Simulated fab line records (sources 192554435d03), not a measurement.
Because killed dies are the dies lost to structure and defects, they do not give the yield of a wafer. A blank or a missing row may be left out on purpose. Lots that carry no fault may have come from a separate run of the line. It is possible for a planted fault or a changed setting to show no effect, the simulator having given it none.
2 desks, one fault    flow n5 finfet    each desk holds nothing but its own numbers, with what lay behind them at the end

FROM THE METROLOGY DESK
Means of the sampled wafers that have a number, per lot and without regard to the tool the lot ran on: this is what the gauges read. If a lot's mean is further than 4 standard deviations from the usual mean, the lot is out of limits and carries the mark OUT (the distance appears in the brackets). Readings shown: 7 out of 11 (the first out of limits, and those lying furthest out on some lot).
Columns: A = DIBL_P at N5_BEOL_M4_RC_MEAS_101, usual 35.6 mV/V; B = IOFF_P at N5_BEOL_M4_RC_MEAS_101, usual 0.20 nA/um; C = ION_P at N5_BEOL_M4_RC_MEAS_101, usual 462 uA/um; D = SS_N at N5_BEOL_M4_RC_MEAS_101, usual 71.2 mV/dec; E = SS_P at N5_BEOL_M4_RC_MEAS_101, usual 73.1 mV/dec; F = VT_P at N5_BEOL_M4_RC_MEAS_101, usual -251 mV; G = M5_ILD_THK at N5_BEOL_M5_THK_MEAS_01, usual 121.1 nm
lot   first seen here  A     B     C    D     E     F     G
L774  day 7 15:10      35.3  0.16  454  71.1  72.8  -257  120.0
L775  day 8 02:58      37.6  0.21  459  71.1  73.3  -248  119.6
L780  day 9 11:45      32.7  0.17  460  70.5  72.5  -253  120.8
L783  day 10 02:16     34.9  0.20  464  70.7  72.9  -248  121.9
L789  day 11 22:08     34.6  0.22  474  71.0  74.0  -246  58.8 (-35) OUT
L793  day 12 09:55     35.7  0.18  456  71.3  73.1  -254  79.0 (-23) OUT
L794  day 12 19:14     34.5  0.18  456  71.5  73.4  -254  89.4 (-18) OUT
L796  day 13 18:52     35.2  0.20  468  71.3  72.3  -248  119.9
L797  day 13 22:43     35.0  0.20  470  70.7  72.7  -248  120.9
This desk's finding: out of limits on L789, L793, L794; first on L789, day 11 23:31 (M5_ILD_THK at N5_BEOL_M5_THK_MEAS_01). In limits: L774, L775, L780, L783, L796, L797.

TOOL OWNER'S DESK, pecvd-03
The tool's own readings at N5_BEOL_M5_ILD_DEP_00 (deposits SiCOH lowk from DEMS/porogen, target thk 140.64 nm, time 25.9 s): means of the sampled wafers that have a number, for each lot that ran on this tool. If a lot's mean is further than 4 standard deviations from the usual mean, the lot is out of limits and carries the mark OUT (the distance appears in the brackets).
Columns: A = chamber pressure Torr at N5_BEOL_M5_ILD_DEP_00, usual 5.001 Torr; B = heater power w at N5_BEOL_M5_ILD_DEP_00, usual 306 W; C = showerhead plenum p Torr at N5_BEOL_M5_ILD_DEP_00, usual 5.742 Torr; D = throttle valve pct at N5_BEOL_M5_ILD_DEP_00, usual 13.9 %
lot   first seen here  A      B    C      D
L780  day 9 12:43      4.999  315  5.744  14.2
L783  day 10 03:04     4.994  275  5.745  13.9
L789  day 11 22:56     5.006  267  5.748  13.4
L793  day 12 10:43     4.998  246  5.738  13.5
L794  day 12 19:54     4.996  278  5.755  13.8
This desk's finding: nothing out of limits on any of the 5 lots.

ALL TOGETHER
The metrology desk could have raised an alarm at day 11 23:31, on L789, L793, L794.
The desk of the tool owner found nothing out of limits.
Tool owner's desk: L789, L793, L794 on record, inside its limits.
All the named lots went through N5_BEOL_M5_ILD_DEP_00 on pecvd-03.

WHAT HAD BEEN PUT IN BY THE SIMULATOR
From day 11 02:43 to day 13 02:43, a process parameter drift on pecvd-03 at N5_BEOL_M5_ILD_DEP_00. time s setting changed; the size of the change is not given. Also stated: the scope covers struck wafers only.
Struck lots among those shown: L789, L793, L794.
Hours from the fault's start to each desk's first reading out of limits: the metrology desk, 21.
